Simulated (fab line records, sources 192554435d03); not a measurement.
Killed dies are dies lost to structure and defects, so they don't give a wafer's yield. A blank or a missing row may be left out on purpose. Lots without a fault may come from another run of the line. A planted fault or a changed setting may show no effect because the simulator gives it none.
Chamber matching | flow n5_finfet | N5_BEOL_M5_ETCH_62 on rie_diel-03: 4 sister chambers
The step etches SOC in N2/H2, target depth 75 nm, overetch 15 nm, time 112.5 s. 4 wafers are shown with their chamber, then 12 later ones without.

WAFERS WITH THEIR CHAMBER
wafer  | chamber | throttle_valve_pct (%)
L088.1 | 0       | 18.33
L088.2 | 3       | 17.80
L088.5 | 1       | 17.78
L088.6 | 2       | 17.83

WAFERS WITHOUT THEIR CHAMBER
wafer  | throttle_valve_pct (%)
L092.1 | 18.32
L092.4 | 17.80
L092.5 | 18.32
L093.1 | 18.31
L093.2 | 17.78
L093.3 | 17.82
L093.4 | 17.81
L093.5 | 17.78
L093.6 | 17.81
L097.2 | 17.82
L097.3 | 18.33
L097.5 | 17.83

WHICH CHAMBER EACH WENT THROUGH
wafer  | from the rows above     | in truth
L092.1 | 0                       | 0
L092.4 | 3                       | 3
L092.5 | 0                       | 0
L093.1 | 0                       | 0
L093.2 | 1                       | 1
L093.3 | can't be placed: 2 or 3 | 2
L093.4 | can't be placed: 3 or 2 | 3
L093.5 | 1                       | 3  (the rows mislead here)
L093.6 | can't be placed: 3 or 2 | 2
L097.2 | can't be placed: 2 or 3 | 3
L097.3 | 0                       | 0
L097.5 | 2                       | 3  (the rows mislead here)
Placed correctly: 6 of 12. Can't be placed from these rows: 4 (the true chamber is among the candidates in 4). Placed wrongly: 2.
How it was worked out, from the rows above alone: a wafer's distance from a chamber is the root of the sum, over the readings, of the square of ((its reading less the chamber's mean) divided by the reading's scatter). The wafer belongs to the nearest chamber; if the next one is less than 2 further off, it can't be placed. A chamber's mean is the mean of its shown wafers. The scatter: with one shown wafer a chamber, the root of the mean of the squares of how far each hidden wafer lies from its nearest shown one.
